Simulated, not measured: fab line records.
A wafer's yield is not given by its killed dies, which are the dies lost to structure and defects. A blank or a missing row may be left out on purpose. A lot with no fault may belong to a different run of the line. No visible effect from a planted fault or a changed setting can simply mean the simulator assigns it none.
A lot that was struck, set against a sound lot / flow nand harc / 15 out of 1159 route steps
Sound: these wafers, L725.2, L725.3, L725.5. Wafers L726.1, L726.5, L726.6 were the ones struck. The cause comes at the end.
Each step with rows lists, per side, the tool, then ch with its chambers, then its first start. Under that, the readings that differ: sound wafers / struck wafers / difference of the means / sigmas: that difference in standard deviations of wafers without a fault.
alike: readings whose means differ by less than 2 such deviations, and words and numbers that are the same on both sides. not compared: withheld readings, readings that some wafer has no value for, bounds like >300 that may hide the same value, and numbers for which the record gives no deviation and whose values overlap.
Wherever a step has rows on one side only, a row that says differs or no value, or a row with sigmas, the two part there. Numbers that don't overlap but have no deviation are shown without sigmas and don't part them. A reading missing from all wafers of one side parts the sides only when that side holds two or more wafers.

first, 5 steps without rows for these wafers: NHARC_A_CONTACT_SOFTBAKE_37 (time 55 s); NHARC_A_CONTACT_EBR_38; NHARC_A_CONTACT_EXPOSE_39 (exposes mask A CC 3); NHARC_A_CONTACT_PEB_40 (peb time 65 s); NHARC_A_CONTACT_DEVELOP_41 (develop time 35 s).
NHARC_A_CONTACT_CD_MEAS_42: the cd target is 200 nm.
  sound on cd sem-03 ch 0, day 20 19:22; struck on cd sem-01 ch 0, day 21 02:44
reading=cd nm (nm); sound=199.1 199.2 199.3; struck=200.9 200.6 200.7; difference=+1.5; sigmas=+3
NHARC_A_CONTACT_OVL_MEAS_43:
  struck on overlay-02, day 21 02:50; sound on overlay-02, day 20 19:28
reading=overlay y nm (nm); sound=1.1 0.5 0.8; struck=-0.2 -0.5 -0.7; difference=-1.3; sigmas=-2
  alike: overlay x nm
NHARC_A_CONTACT_INSPECT_44:
  struck on defect inspect-01, day 21 02:52; sound on defect inspect-01, day 20 19:29
reading=raw defect count; sound=11 12 13; struck=66 52 53; difference=+45; sigmas=+3
NHARC_A_CONTACT_DESCUM_47: chemistry O2, time 3 s.
  sound on rie diel-08 ch 0,3, day 20 19:34; struck on rie diel-05 ch 0,3, day 21 02:56
  alike: drypump motor current A, oes product au, rf vpp V, showerhead plenum p Torr, throttle valve pct
  not compared: rf hours counter h
NHARC_A_CONTACT_ETCH_48: etches the open film in CF4, target depth 39 nm, time 65 s.
  sound on rie diel-08 ch 0,1,3, day 20 19:39; struck on rie diel-05 ch 2,3, day 21 03:01
reading=showerhead plenum p Torr (Torr); sound=1.71 1.67 1.77; struck=1.88 1.88 1.81; difference=+0.14; sigmas=+2
  alike: drypump motor current A, oes product au, rf vpp V, throttle valve pct
  not compared: rf hours counter h
NHARC_A_CONTACT_ETCH_49: etches the open film in N2/H2, target depth 260 nm, time 475.3 s.
  sound on rie diel-08 ch 0,2; struck on rie diel-05 ch 0,1,3
  alike: drypump motor current A, oes product au, rf vpp V, showerhead plenum p Torr, throttle valve pct
  not compared: rf hours counter h
NHARC_A_CONTACT_ETCH_50: etches the open film in CF4/CHF3, target depth 84.7 nm, time 42.4 s.
  sound on rie diel-08 ch 1,2,3; struck on rie diel-05 ch 1,2
reading=oes product au (a.u.); sound=0.961 0.979 0.988; struck=0.930 0.926 0.920; difference=-0.051; sigmas=-2
  alike: drypump motor current A, rf vpp V, showerhead plenum p Torr, throttle valve pct
  not compared: rf hours counter h
NHARC_A_CONTACT_ETCH_51: etches the open film in O2/COS, target depth 3600 nm, time 936 s.
  sound on rie diel-08 ch 1,2, day 20 20:09; struck on rie diel-05 ch 1,2, day 21 04:02
reading=oes product au (a.u.); sound=1.002 0.997 1.012; struck=1.286 1.295 1.290; difference=+0.287; sigmas=+32
  alike: drypump motor current A, rf vpp V, showerhead plenum p Torr, throttle valve pct
  not compared: rf hours counter h
NHARC_A_CONTACT_ETCH_111: etches the open film in C4F8/O2/Ar, time 140 s, target depth 700 nm.
  sound on har cap etch-03 ch 0,1, day 20 20:49; struck on har cap etch-03 ch 0,1, day 21 04:39
  not compared: rf hours counter h
-- jump in the record: it breaks off in module A_CONTACT and resumes in module END (first step shown: number 1159 of the route), and 3 days separate the struck wafers' starts before and after --
NHARC_END_SORT_01:
  only the struck wafers appear in the record here, on prober-02 ch 0 at day 24 05:36; the sound ones have no rows

== WHERE THEY PART ==
First at NHARC_A_CONTACT_CD_MEAS_42; last, within this record, at NHARC_END_SORT_01.

WHY: whatever the simulator had introduced
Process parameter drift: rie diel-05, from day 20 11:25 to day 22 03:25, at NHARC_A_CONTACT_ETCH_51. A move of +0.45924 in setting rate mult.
